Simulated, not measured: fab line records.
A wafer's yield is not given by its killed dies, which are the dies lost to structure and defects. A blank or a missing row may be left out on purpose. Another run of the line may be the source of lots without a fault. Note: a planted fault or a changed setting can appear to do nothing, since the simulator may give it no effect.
fab line records    flow n5_finfet
record: lots: 9  wafers: 27  last_day: 19
route steps=1938 shown BEOL_M3@971 BEOL_M4@1111 PASSIVATION@1936
lots that met no fault: from a run of the same line without faults
start_h: hours from the record's opening day to when the first of the lot's shown wafers began    wait_h: how many hours have passed since the lot's step before this one    " repeats the value in the row above    L1.1+2: several wafers, shown together as one row    - no value present, or no start provided    * or withheld: withheld    < > ~ a bound
route shown NAME@n: a module of which the file shows steps, and the number in the route of the first    usual: the fault-free wafers' mean and standard deviation    same: alike in all rows    chamber/n: place in a boat    sites: readings site by site    _std_site: standard deviation of those values    _edge_site: the outer-site mean with the inner-site mean subtracted    radius_mm: for every site, how far away it sits from the centre of the wafer    mask NAME#n: copy n    behind: the tool/chamber that last shaped the wafer    hold: why the lot was held/for how many hours/how that ended    device: whichever transistor did not switch (one of n, p or np)    end of line: the tests these same wafers got at the end of their route    step lacking rows: just its recipe    killed: not the wafer's yield, but the dies lost to structure and defects at the first sort    map: the dies of a wafer, with x for killed, . for not killed, _ for no die there
set.NAME: the setting as run; set.NAME@STEP: as run at that earlier step    model.NAME: the simulator's own value behind a step, which no gauge read
the route's steps for a sample of lots (tables are steps, rows are wafers)
services: a tool's chamber out of use, with start hour (start_h, from the record's first day; less than 0 if before it), hours out, and reason
== steps ==
step: N5_BEOL_M3_ETCH_69
recipe: chemistry: CF4  target: SiARC  target_depth_a: 156  mask_material: CAR-EUV  time_s: 26  ion_energy_ev: 80  pressure_mtorr: 40  source_w: 545  bias_w: 36  Ar_flow_sccm: 100  cf4_flow_sccm: 100  ends: cleared
usual: drypump_motor_current_A: 5.4/0.47  etch_rf_on_time_s: 26.1/0.41  oes_product_au: 0.66/0.077  rf_vpp_V: 184.7/1.1  showerhead_plenum_p_Torr: 2.19/0.059  throttle_valve_pct: 15.62/0.2
lot.wafer  tool         chamber  start_h  wait_h  drypump_motor_current_A  etch_rf_on_time_s  oes_product_au  rf_hours_counter_h  rf_vpp_V  showerhead_plenum_p_Torr  throttle_valve_pct
L253.2     rie_diel-02  2        177.56   0.0     4.8                      25.7               0.72            73                  184.4     2.25                      15.93
L253.3     "            3        "        "       5.5                      26.0               0.70            77                  185.7     2.25                      15.37
L253.5     "            0        "        "       5.0                      26.2               0.59            -                   185.5     2.21                      15.75
L255.1     rie_diel-02  0        180.94   0.0     5.0                      26.3               0.59            198                 186.2     2.21                      15.76
L255.2     "            2        "        "       4.8                      25.6               0.72            74                  185.6     2.25                      15.93
L255.6     "            1        "        "       5.0                      25.7               0.64            -                   185.5     2.23                      15.42
L259.2     rie_diel-02  3        192.36   0.0     5.5                      26.2               0.70            82                  185.8     2.25                      15.35
L259.4     "            2        "        "       4.8                      25.8               0.72            78                  187.1     2.25                      15.94
L259.5     "            1        "        "       5.1                      26.1               0.64            -                   185.3     2.23                      15.43
L260.2     rie_diel-02  1        202.25   0.0     5.0                      25.8               0.64            157                 185.4     2.23                      15.44
L260.5     "            2        "        "       4.8                      25.4               0.73            -                   185.2     2.25                      15.95
L260.6     "            1        "        "       5.1                      26.0               0.64            -                   185.1     2.23                      15.43
L261.1     rie_diel-04  0        215.51   0.0     6.1                      26.0               0.86            1                   183.2     2.19                      15.47
L261.3     "            1        "        "       6.1                      25.9               0.57            243                 182.5     2.03                      15.77
L261.4     "            3        "        "       5.6                      25.5               0.65            151                 184.3     2.14                      15.51
L262.1     rie_diel-04  1        220.07   0.0     6.1                      26.3               0.57            245                 182.2     2.03                      15.78
L262.2     "            0        "        "       6.1                      26.2               0.84            3                   183.3     2.19                      15.47
L262.5     "            0        "        "       6.1                      26.1               0.84            -                   185.0     2.19                      15.46
L263.2     rie_diel-04  2        231.09   0.0     5.5                      26.5               0.60            211                 184.0     2.12                      15.76
L263.4     "            0        "        "       6.1                      25.7               0.83            6                   184.8     2.19                      15.49
L263.6     "            3        "        "       5.6                      25.6               0.64            -                   184.8     2.14                      15.51
L269.3     rie_diel-04  2        292.09   0.0     5.5                      26.9               0.58            230                 183.2     2.11                      15.80
L269.4     "            3        "        "       5.7                      26.0               0.63            176                 184.0     2.13                      15.56
L269.5     "            3        "        "       5.6                      26.3               0.63            -                   184.1     2.13                      15.57
L270.1     rie_diel-02  3        292.88   0.0     5.5                      26.0               0.67            109                 186.3     2.24                      15.41
L270.2     "            0        "        "       5.0                      26.5               0.57            230                 184.6     2.19                      15.81
L270.5     "            3        "        "       5.5                      26.1               0.67            -                   185.3     2.24                      15.42
step: N5_BEOL_M3_ETCHBACK_99
recipe: chemistry: CHF3  target: SiO2  target_depth_a: 50  time_s: 10.4  source_w: 215  bias_w: 47  Ar_flow_sccm: 200  CHF3_flow_sccm: 12  ion_energy_ev: 100  pressure_mtorr: 30
usual: drypump_motor_current_A: 5.3/0.42  oes_product_au: 0.75/0.068  rf_vpp_V: 241.1/2.4  showerhead_plenum_p_Torr: 2.20/0.052  throttle_valve_pct: 17.10/0.2
lot.wafer  tool         chamber  start_h  wait_h  drypump_motor_current_A  oes_product_au  rf_hours_counter_h  rf_vpp_V  showerhead_plenum_p_Torr  throttle_valve_pct
L253.2     rie_diel-04  3        180.95   3.2     5.6                      0.77            137                 238.6     2.16                      16.93
L253.3     "            2        "        "       5.5                      0.72            191                 240.8     2.14                      17.18
L253.5     "            3        "        "       5.6                      0.76            -                   240.2     2.16                      16.92
L255.1     rie_diel-01  2        198.33   17.3    5.0                      0.75            159                 236.9     2.15                      17.18
L255.2     "            0        "        "       5.5                      0.75            151                 243.7     2.24                      16.84
L255.6     "            2        "        "       5.0                      0.75            -                   237.5     2.15                      17.18
L259.2     rie_diel-02  0        208.67   15.9    5.0                      0.69            206                 244.4     2.22                      17.22
L259.4     "            2        "        "       4.8                      0.83            82                  240.7     2.27                      17.46
L259.5     "            0        "        "       5.1                      0.69            -                   243.6     2.22                      17.21
L260.2     rie_diel-02  3        224.77   22.4    5.5                      0.82            89                  241.1     2.26                      16.85
L260.5     "            3        "        "       5.5                      0.81            -                   243.8     2.26                      16.85
L260.6     "            2        "        "       4.8                      0.83            -                   242.5     2.27                      17.46
L261.1     rie_diel-04  0        236.06   20.1    6.1                      0.96            8                   245.9     2.20                      16.97
L261.3     "            1        "        "       6.1                      0.67            250                 238.8     2.03                      17.20
L261.4     "            2        "        "       5.5                      0.70            211                 243.6     2.13                      17.22
L262.1     rie_diel-04  3        244.14   23.0    5.6                      0.75            159                 239.6     2.15                      16.96
L262.2     "            2        "        "       5.5                      0.70            214                 241.4     2.13                      17.23
L262.5     "            3        "        "       5.6                      0.75            -                   238.0     2.15                      16.96
L263.2     rie_diel-01  2        246.94   15.7    4.9                      0.74            170                 236.7     2.14                      17.21
L263.4     "            1        "        "       5.8                      0.69            249                 243.4     2.21                      17.41
L263.6     "            0        "        "       5.4                      0.74            -                   241.6     2.23                      16.88
L269.3     rie_diel-01  0        302.14   9.9     5.5                      0.73            180                 242.3     2.23                      16.90
L269.4     "            2        "        "       4.9                      0.73            187                 237.3     2.14                      17.23
L269.5     "            2        "        "       5.0                      0.73            -                   237.7     2.14                      17.24
L270.1     rie_diel-02  0        306.86   13.9    5.0                      0.67            235                 243.1     2.21                      17.26
L270.2     "            3        "        "       5.5                      0.78            114                 241.9     2.25                      16.90
L270.5     "            0        "        "       5.0                      0.66            -                   244.3     2.21                      17.27
step: N5_BEOL_M3_PRE_CLEAN_45
recipe: gas: H2/He  time_s: 30  temp_c: 250
usual: heater_power_w: 313/38
lot.wafer  tool            chamber  start_h  wait_h  heater_power_w
L253.2     pvd_sputter-02  -        181.59   0.0     307
L253.3     "               -        "        "       349
L253.5     "               -        "        "       308
L255.1     pvd_sputter-02  -        199.23   0.0     309
L255.2     "               -        "        "       352
L255.6     "               -        "        "       323
L259.2     pvd_sputter-03  -        209.62   0.0     316
L259.4     "               -        "        "       282
L259.5     "               -        "        "       253
L260.2     pvd_sputter-01  -        225.73   0.0     286
L260.5     "               -        "        "       353
L260.6     "               -        "        "       279
L261.1     pvd_sputter-03  -        236.76   0.0     280
L261.3     "               -        "        "       316
L261.4     "               -        "        "       252
L262.1     pvd_sputter-01  -        244.77   0.0     308
L262.2     "               -        "        "       317
L262.5     "               -        "        "       350
L263.2     pvd_sputter-01  -        247.89   0.0     304
L263.4     "               -        "        "       293
L263.6     "               -        "        "       291
L269.3     pvd_sputter-01  -        303.06   0.0     342
L269.4     "               -        "        "       287
L269.5     "               -        "        "       285
L270.1     pvd_sputter-03  -        307.85   0.0     283
L270.2     "               -        "        "       251
L270.5     "               -        "        "       311
step: N5_BEOL_M3_SPUTTER_48
recipe: material: Cu  target_thk_a: 45  temp_c: -20  chamber_pressure_pa: 0.07  power_w: withheld  time_s: 8.29
usual: chamber_pressure_pa: 0.06999/0.00013  chuck_gas_flow_sccm: 1.26/0.052  throttle_valve_pct: 30.4/1.4
lot.wafer  tool            chamber  start_h  wait_h  chamber_pressure_pa  chuck_gas_flow_sccm  throttle_valve_pct
L253.2     pvd_sputter-03  -        183.72   0.1     0.06961              1.21                 29.2
L253.3     "               -        "        "       0.06996              1.15                 29.7
L253.5     "               -        "        "       0.06981              1.28                 32.6
L255.1     pvd_sputter-02  -        200.09   0.4     0.07007              1.20                 29.7
L255.2     "               -        "        "       0.06997              1.25                 29.3
L255.6     "               -        "        "       0.07002              1.30                 29.1
L259.2     pvd_sputter-03  -        211.84   1.8     0.06996              1.25                 30.0
L259.4     "               -        "        "       0.06991              1.27                 29.3
L259.5     "               -        "        "       0.07003              1.35                 30.9
L260.2     pvd_sputter-01  -        226.59   0.2     -                    -                    -
L260.5     "               -        "        "       -                    -                    -
L260.6     "               -        "        "       -                    -                    -
L261.1     pvd_sputter-03  -        239.00   1.5     -                    -                    -
L261.3     "               -        "        "       -                    -                    -
L261.4     "               -        "        "       -                    -                    -
L262.1     pvd_sputter-03  -        245.80   0.5     -                    -                    -
L262.2     "               -        "        "       -                    -                    -
L262.5     "               -        "        "       -                    -                    -
L263.2     pvd_sputter-01  -        248.49   0.1     0.06994              1.32                 29.7
L263.4     "               -        "        "       0.06989              1.24                 29.2
L263.6     "               -        "        "       0.07007              1.32                 28.3
L269.3     pvd_sputter-01  -        303.78   0.2     0.06992              1.27                 28.4
L269.4     "               -        "        "       0.07006              1.27                 29.7
L269.5     "               -        "        "       0.06999              1.22                 28.2
L270.1     pvd_sputter-03  -        308.55   0.2     0.07                 1.30                 29.5
L270.2     "               -        "        "       0.0699               1.16                 29.8
L270.5     "               -        "        "       0.06989              1.31                 32.6
step: N5_BEOL_M4_RC_MEAS_101
usual: DIBL_N: 36.3/1.2  DIBL_P: 36.3/1.4  IOFF_N: 0.160/0.02  IOFF_P: 0.210/0.025  ION_N: 675/9.5  ION_P: 462/7  SS_N: 71.5/0.53  SS_P: 73.4/0.55  VT_N: 249.5/2.6  VT_P: -250.1/2.9
lot.wafer  tool       chamber  start_h  wait_h  DIBL_N[mV/V]  DIBL_P[mV/V]  IOFF_N[nA/um]  IOFF_P[nA/um]  ION_N[uA/um]  ION_P[uA/um]  SS_N[mV/dec]  SS_P[mV/dec]  VT_N[mV]  VT_P[mV]
L253.2     prober-02  0        210.61   0.2     36.3          34.9          0.153          0.215          677           470           71.7          73.4          250.1     -252.6
L253.3     "          0        "        "       34.5          32.6          0.122          0.183          668           466           70.6          73.0          249.7     -251.5
L253.5     "          0        "        "       35.9          34.7          0.137          0.208          664           461           70.9          74.0          249.9     -249.6
L255.1     prober-01  0        216.87   0.0     37.5          36.8          0.145          0.188          653           450           71.6          73.6          254.1     -254.0
L255.2     "          0        "        "       37.3          36.6          0.143          0.180          662           453           71.6          73.6          252.0     -252.6
L255.6     "          0        "        "       39.3          38.2          0.168          0.201          665           455           72.5          73.5          250.0     -252.0
L259.2     prober-02  0        224.25   0.2     35.1          36.0          0.153          0.219          669           472           71.1          73.1          248.4     -247.9
L259.4     "          0        "        "       35.5          35.5          0.151          0.206          672           463           71.0          73.2          249.5     -250.1
L259.5     "          0        "        "       36.0          37.3          0.173          0.240          684           472           70.8          73.6          247.6     -244.8
L260.2     prober-02  0        247.90   0.2     36.4          35.8          0.157          0.224          671           462           71.4          72.4          251.7     -247.5
L260.5     "          0        "        "       34.4          34.2          0.134          0.198          666           465           70.9          72.1          250.7     -250.9
L260.6     "          0        "        "       34.4          33.7          0.129          0.191          661           461           71.1          72.8          250.5     -251.9
L261.1     prober-01  0        266.57   0.0     37.4          37.5          0.188          0.264          683           474           71.3          72.9          245.9     -243.1
L261.3     "          0        "        "       38.1          37.9          0.201          0.283          684           473           71.3          73.1          244.1     -245.8
L261.4     "          0        "        "       38.0          37.0          0.192          0.258          691           472           71.4          73.5          246.1     -245.2
L262.1     prober-02  0        282.97   0.0     35.2          34.7          0.131          0.185          658           450           71.7          73.8          254.0     -251.0
L262.2     "          0        "        "       35.2          36.1          0.147          0.210          684           468           70.9          73.9          251.6     -248.5
L262.5     "          0        "        "       36.1          36.3          0.147          0.188          664           453           71.8          73.7          252.1     -253.5
L263.2     prober-02  0        287.95   0.2     36.9          36.0          0.189          0.241          691           476           72.0          73.2          243.7     -246.1
L263.4     "          0        "        "       36.4          36.5          0.184          0.248          687           469           71.9          73.6          244.9     -246.3
L263.6     "          0        "        "       35.2          34.8          0.161          0.212          682           465           71.8          73.0          248.2     -247.9
L269.3     prober-02  0        338.46   0.3     36.9          37.5          0.162          0.215          668           463           71.9          73.5          250.5     -248.9
L269.4     "          0        "        "       39.5          40.0          0.206          0.265          685           464           71.7          74.6          248.3     -246.1
L269.5     "          0        "        "       38.2          38.9          0.186          0.236          674           457           71.6          74.7          249.9     -248.1
L270.1     prober-01  0        338.63   0.0     38.0          38.8          0.173          0.213          667           454           71.4          73.9          249.4     -251.8
L270.2     "          0        "        "       35.9          35.7          0.131          0.184          659           449           70.8          73.0          253.3     -254.3
L270.5     "          0        "        "       35.7          35.6          0.134          0.183          650           449           71.6          72.8          253.9     -253.9
step: N5_PASSIVATION_PROBE_49
usual: defect_limited_yield: 90.9/1.3  killed_at_M0_to_M3: 36/11  killed_at_M4_up: 13/5.1  killed_at_contacts: 14/4.9  killed_at_front_end: 41/10  killed_at_other: 3.4/2.6  killed_dies: 107/16  killed_open: 70/11  killed_short: 36/7.8  sort_bin_5_function: 5.4/0.84  sort_bin_6_memory: 3.4/0.67  sort_n_pass: 1073/16  sort_yield_pct: 90.9/1.3
same: gross_dies: 1180  killed_at_back_side: 0  sort_bin_4_leakage[%]: 0  sort_bin_8_speed[%]: 0
lot.wafer  tool       chamber  start_h  wait_h  defect_limited_yield[%]  killed_at_M0_to_M3  killed_at_M4_up  killed_at_contacts  killed_at_front_end  killed_at_other  killed_dies  killed_open  killed_short  sort_bin_5_function[%]  sort_bin_6_memory[%]  sort_n_pass  sort_yield_pct[%]
L260.2     prober-01  -        363.81   0.1     89.2                     38                  19               13                  53                   4                127          63           45            6.6                     3.8                   1053         89.2
L260.5     prober-01  -        363.96   0.2     91.0                     35                  14               14                  41                   2                106          66           31            5.6                     3.1                   1074         91.0
L260.6     prober-01  -        364.01   0.3     91.4                     35                  6                11                  47                   2                101          59           29            4.7                     3.3                   1079         91.4
L261.1     prober-02  -        369.12   0.0     91.4                     35                  3                27                  36                   1                102          61           30            4.5                     3.6                   1078         91.4
L261.3     prober-02  -        369.22   0.1     90.4                     39                  10               18                  40                   6                113          69           27            5.9                     3.0                   1067         90.4
L261.4     prober-02  -        369.27   0.2     90.2                     48                  11               9                   48                   0                116          67           36            5.8                     3.2                   1064         90.2
L262.1     prober-01  -        385.14   0.0     88.4                     42                  12               10                  68                   5                137          83           44            6.9                     4.4                   1043         88.4
L262.2     prober-01  -        385.19   0.1     87.1                     53                  19               21                  56                   3                152          98           41            7.4                     4.9                   1028         87.1
L262.5     prober-01  -        385.34   0.2     90.2                     29                  20               14                  50                   3                116          78           27            5.9                     3.6                   1064         90.2
killed by level:class
L260.2 STI_FIN_REVEAL:geometric_particle:open=21 BEOL_M3:interface_void_opened=15 MOL_CONTACT_COAG:geometric_particle:open=10 BEOL_M4:geometric_particle:open=10 BEOL_M2:geometric_particle:short=7 FIN_SAQP:geometric_particle:short=6 GATE_CUT:geometric_particle:short=6 STI_FIN_REVEAL:geometric_particle:short=5
L260.5 BEOL_M3:geometric_particle:open=12 MOL_CONTACT_COAG:geometric_particle:open=10 FIN_SAQP:geometric_particle:open=8 FIN_SAQP:geometric_particle:short=8 BEOL_M3:interface_void_opened=8 DUMMY_GATE:geometric_particle:open=6 BEOL_M4:geometric_particle:open=6 STI_FIN_REVEAL:geometric_particle:open=4
L260.6 BEOL_M3:interface_void_opened=12 FIN_SAQP:geometric_particle:open=11 STI_FIN_REVEAL:geometric_particle:open=10 MOL_CONTACT_COAG:geometric_particle:open=10 BEOL_M3:geometric_particle:short=9 FIN_SAQP:geometric_particle:short=4 BEOL_M3:geometric_particle:open=4 BEOL_M1:geometric_particle:open=4
L261.1 MOL_CONTACT_COAG:geometric_particle:open=23 FIN_SAQP:geometric_particle:short=15 FIN_SAQP:geometric_particle:open=10 BEOL_M3:interface_void_opened=10 BEOL_M1:geometric_particle:open=9 BEOL_M0_SAQP:geometric_particle:open=5 MOL_CONTACT_COAG:geometric_particle:short=4 BEOL_M3:geometric_particle:open=4
L261.3 FIN_SAQP:geometric_particle:open=20 MOL_CONTACT_COAG:geometric_particle:open=15 BEOL_M3:interface_void_opened=12 FIN_SAQP:geometric_particle:short=6 BEOL_M2:geometric_particle:short=5 BEOL_M3:geometric_particle:open=4 BEOL_M0_SAQP:geometric_particle:short=4 BEOL_M0_SAQP:geometric_particle:open=4
L261.4 FIN_SAQP:geometric_particle:open=14 BEOL_M3:interface_void_opened=12 FIN_SAQP:geometric_particle:short=10 BEOL_M4:geometric_particle:open=8 BEOL_M0_SAQP:geometric_particle:open=8 MOL_CONTACT_COAG:geometric_particle:open=7 BEOL_M0_SAQP:geometric_particle:short=7 ILD0:geometric_particle:short=6
L262.1 FIN_SAQP:geometric_particle:open=23 FIN_SAQP:geometric_particle:short=10 STI_FIN_REVEAL:geometric_particle:open=10 BEOL_M3:interface_void_opened=9 MOL_CONTACT_COAG:geometric_particle:open=7 BEOL_M0_SAQP:geometric_particle:short=7 BEOL_M3:geometric_particle:open=7 GATE_CUT:geometric_particle:short=5
L262.2 STI_FIN_REVEAL:geometric_particle:open=16 MOL_CONTACT_COAG:geometric_particle:open=16 BEOL_M0_SAQP:geometric_particle:short=11 BEOL_M2:geometric_particle:open=11 BEOL_M3:interface_void_opened=10 FIN_SAQP:geometric_particle:open=9 BEOL_M3:geometric_particle:open=8 BEOL_M4:geometric_particle:open=8
L262.5 STI_FIN_REVEAL:geometric_particle:open=17 MOL_CONTACT_COAG:geometric_particle:open=12 FIN_SAQP:geometric_particle:open=11 BEOL_M3:interface_void_opened=9 BEOL_M4:geometric_particle:open=8 BEOL_M2:geometric_particle:open=6 STARTING-WAFER:geometric_particle:short=6 ILD0:geometric_particle:open=4
== services ==
tool         chamber  start_h  hours  kind
rie_diel-02  3        164.68   12.2   repair
rie_diel-04  1        180.16   11.0   repair
rie_diel-04  0        191.20   -      clean
rie_diel-04  0        191.20   -      consumable_replace:focus_ring
rie_diel-04  0        191.20   20.1   scheduled_down
rie_diel-04  0        191.20   20.1   vent_cycle
rie_diel-02  -        195.75   0.3    repair
rie_diel-02  3        210.60   4.7    repair
rie_diel-04  1        237.23   -      clean
rie_diel-04  1        237.23   -      consumable_replace:focus_ring
rie_diel-04  1        237.23   -      consumable_replace:showerhead
rie_diel-04  1        237.23   24.6   scheduled_down
rie_diel-04  1        237.23   24.6   vent_cycle
rie_diel-02  -        249.18   0.2    repair
rie_diel-01  1        251.59   -      clean
rie_diel-01  1        251.59   -      consumable_replace:focus_ring
rie_diel-01  1        251.59   17.7   scheduled_down
rie_diel-01  1        251.59   17.7   vent_cycle
rie_diel-01  1        291.76   3.0    repair
rie_diel-02  2        294.86   20.4   repair
== key ==
first_sign: step: N5_BEOL_M3_SPUTTER_48  reading: tool_record  direction: missing
effect none on later readings
met_at N5_BEOL_M3_SPUTTER_48
struck_lots L260,L261,L262
not_acting_at N5_BEOL_M3_ETCH_69,N5_BEOL_M3_ETCHBACK_99,N5_BEOL_M3_PRE_CLEAN_45
onset_between 211.84 226.59
fault: kind: skipped_step_whole  tool: pvd_sputter-01,pvd_sputter-03  chamber: -  onset_h: 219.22  steps: N5_BEOL_M3_SPUTTER_48  scope: struck_lots_only
